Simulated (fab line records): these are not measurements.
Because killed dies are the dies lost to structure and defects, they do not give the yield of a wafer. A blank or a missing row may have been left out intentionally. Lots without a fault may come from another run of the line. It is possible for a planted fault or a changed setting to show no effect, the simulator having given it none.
Chamber matching	flow n5Finfet	4 sister chambers for N5_BEOL_M10_STRIP_19 on rieDiel-05
The step strips in O2. 33 wafers are shown with their chamber, then 12 later ones without.

EACH WAFER AND ITS CHAMBER
wafer	chamber	drypumpMotorCurrentA (A)	showerheadPlenumPTorr (Torr)	throttleValvePct (%)
L078.3	1	5.1	2.04	16.39
L078.5	0	5.7	2.03	16.48
L078.6	3	5.7	2.06	16.74
L079.2	3	5.7	2.05	16.77
L079.4	3	5.7	2.05	16.76
L079.5	2	6.2	2.13	16.60
L080.3	1	5.1	2.04	16.42
L080.5	1	5.1	2.04	16.39
L080.6	3	5.7	2.05	16.76
L084.2	2	6.2	2.12	16.63
L084.3	1	5.1	2.03	16.42
L084.6	2	6.2	2.12	16.64
L081.1	0	5.6	2.02	16.51
L081.3	2	6.2	2.13	16.62
L081.5	1	5.1	2.03	16.42
L082.1	2	6.2	2.12	16.64
L082.4	1	5.1	2.03	16.43
L082.5	2	6.2	2.12	16.63
L085.1	0	5.6	2.02	16.55
L085.5	0	5.6	2.02	16.53
L085.6	2	6.2	2.12	16.64
L086.1	2	6.2	2.12	16.65
L086.2	0	5.6	2.02	16.53
L086.3	1	5.1	2.03	16.41
L089.1	0	5.6	2.02	16.54
L089.2	1	5.1	2.03	16.46
L089.5	2	6.2	2.12	16.66
L091.2	0	5.6	2.01	16.57
L091.4	3	5.7	2.05	16.36
L091.5	1	5.1	2.03	16.47
L092.2	2	6.2	2.12	16.67
L092.3	3	5.7	2.05	16.36
L092.5	0	5.6	2.01	16.54

SIGNATURES (averages over the wafers above)
reading	chamber 0	chamber 1	chamber 2	chamber 3	scatter within a chamber
drypumpMotorCurrentA	5.612	5.100	6.200	5.700	0.0174
showerheadPlenumPTorr	2.0187	2.0333	2.1220	2.0517	0.00502
throttleValvePct	16.5312	16.4233	16.6380	16.6250	0.0882
Rule: distance of a wafer from a chamber = root of the sum over the readings of ((wafer's reading minus chamber's mean) / reading's scatter) squared. If the next closest chamber is less than 2 further off than the closest, the wafer can't be placed; otherwise it belongs to the closest. The scatter is the square root of a quotient: the sum, over the shown wafers, of each reading's squared deviation from its chamber's mean, divided by wafers minus chambers.

WAFERS WITHOUT THEIR CHAMBER
wafer	drypumpMotorCurrentA (A)	showerheadPlenumPTorr (Torr)	throttleValvePct (%)
L093.1	5.7	2.05	16.37
L093.3	5.1	2.02	16.46
L093.6	6.3	2.12	16.68
L095.3	5.6	2.01	16.58
L095.4	5.1	2.02	16.46
L095.5	5.7	2.04	16.35
L094.2	5.6	2.01	16.58
L094.3	6.2	2.11	16.67
L094.5	6.2	2.11	16.69
L097.1	5.7	2.04	16.40
L097.2	6.2	2.11	16.69
L097.3	5.1	2.02	16.49

WHICH CHAMBER EACH WENT THROUGH
wafer	from the rows above	in truth
L093.1	3	3
L093.3	1	1
L093.6	2	2
L095.3	0	0
L095.4	1	1
L095.5	3	3
L094.2	0	0
L094.3	2	2
L094.5	2	2
L097.1	3	3
L097.2	2	2
L097.3	1	1
Correctly placed: 12 of 12. Left unplaced by these rows: 0. Wrongly placed: 0.
